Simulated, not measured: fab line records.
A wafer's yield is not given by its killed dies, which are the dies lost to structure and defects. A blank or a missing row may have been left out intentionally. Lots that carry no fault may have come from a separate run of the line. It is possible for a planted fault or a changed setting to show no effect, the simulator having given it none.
Split-lot experiment | flow n5 finfet | route with 1938 steps; 7 lots, 21 wafers read

## ABOUT THE SPLIT
At N5_GATE_CUT_ALD_22 (deposits SiNx, target thk 16 nm, pulse time 1 s, ald cycles 320), the setting ald cycles was moved away from the recipe's 320 on 6 of the 21 wafers read, by -11.3% to +8.4%. All remaining wafers had this setting at the recipe value.

Reading taken at the split's own step.

## THE READING
SiNx_of_GATE_CUT_ALD_22.thk nm (the simulator's own value, which no gauge read), in nm, at N5_GATE_CUT_ALD_22 (deposits SiNx, target thk 16 nm, pulse time 1 s, ald cycles 320). There is no usual value for it anywhere in the file. Average 15.9 nm, standard deviation 0.088 nm, over the 15 wafers here run with the recipe.

wafer  | tool, chamber at the split | ald cycles as run | against the recipe | SiNx_of_GATE_CUT_ALD_22.thk nm, nm | against lot-mates on the recipe
L076.2 | ald sin-03, 0,1            | 320               | recipe             | 16                                 | -
L076.4 | ald sin-03, 0,1            | 320               | recipe             | 16                                 | -
L076.6 | ald sin-03, 3              | 320               | recipe             | 15.8                               | -
L083.1 | ald sin-04, 1              | 320               | recipe             | 16                                 | -
L083.4 | ald sin-04, 2              | 347               | +8.4%              | 17.4                               | +1.4
L083.5 | ald sin-04, 2              | 347               | +8.4%              | 17.4                               | +1.4
L085.1 | ald sin-04, 0,0,1          | 320               | recipe             | 16                                 | -
L085.5 | ald sin-04, 0,0,1          | 320               | recipe             | 16                                 | -
L085.6 | ald sin-04, 0,0,1          | 320               | recipe             | 16                                 | -
L086.2 | ald sin-03, 0              | 284               | -11.3%             | 14.2                               | -1.7
L086.3 | ald sin-03, 3              | 320               | recipe             | 15.8                               | -
L086.6 | ald sin-03, 3              | 320               | recipe             | 16                                 | -
L088.2 | ald sin-03, 3              | 346               | +8.1%              | 17.2                               | +1.2
L088.3 | ald sin-03, 0              | 320               | recipe             | 16                                 | -
L088.4 | ald sin-03, 1              | 346               | +8.1%              | 17.4                               | +1.4
L089.2 | ald sin-04, 2,0            | 320               | recipe             | 16                                 | -
L089.6 | ald sin-04, 2,0            | 320               | recipe             | 16                                 | -
L089.4 | ald sin-04, 3              | 320               | recipe             | 15.8                               | -
L096.1 | ald sin-04, 3              | 320               | recipe             | 15.8                               | -
L096.2 | ald sin-04, 0              | 320               | recipe             | 16                                 | -
L096.6 | ald sin-04, 2              | 346               | +8.1%              | 17.2                               | +1.3
The file does not say which wafer passed through which chamber wherever a row lists several chambers: such a row stands for several wafers.

FIT RESULTS
A straight line over all 21 wafers: SiNx_of_GATE_CUT_ALD_22.thk nm changes by +0.163 nm for each +1% of ald cycles; r = +0.99; the points scatter about the line by 0.092 nm.
The same after taking each lot's own level away (the mean of its wafers on the recipe; 21 wafers): +0.159 nm for each +1%; r = +0.99; scatter 0.081 nm.
The reading moves by 1.8 nm for the largest change in ald cycles, on that fit.
Measured against the standard deviation above, the lots' own levels, which go from 15.90 to 16.00 nm, span 1.1 times it.
So the lot-to-lot level changes the slope little: the two slopes agree.
Check: -1.83 nm against its lot-mates is what the line predicts for one of the wafers moved furthest among these (-11.3%) when that wafer is left out of the fit. Against them it came out at -1.7 nm.

## THE OTHER SPLITS THESE WAFERS WENT THROUGH
Note: prior to the reading, these wafers also went through further splits. Each is held against what the fit with the lots' levels taken away leaves over:
other split on the same wafers        | wafers away from the commonest value | r with SiNx_of_GATE_CUT_ALD_22.thk nm (lot level and that fit taken away)
N5_GATE_CUT_EXPOSE_10 dose mj         | 8                                    | -0.49
N5_GATE_CUT_CUT_ETCH_54 Cl2_flow_sccm | 5                                    | -0.45

## FILE'S OWN FIT
SiNx_of_GATE_CUT_ALD_22.thk nm changes by +0.158 nm for each +1% of ald cycles, r = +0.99.
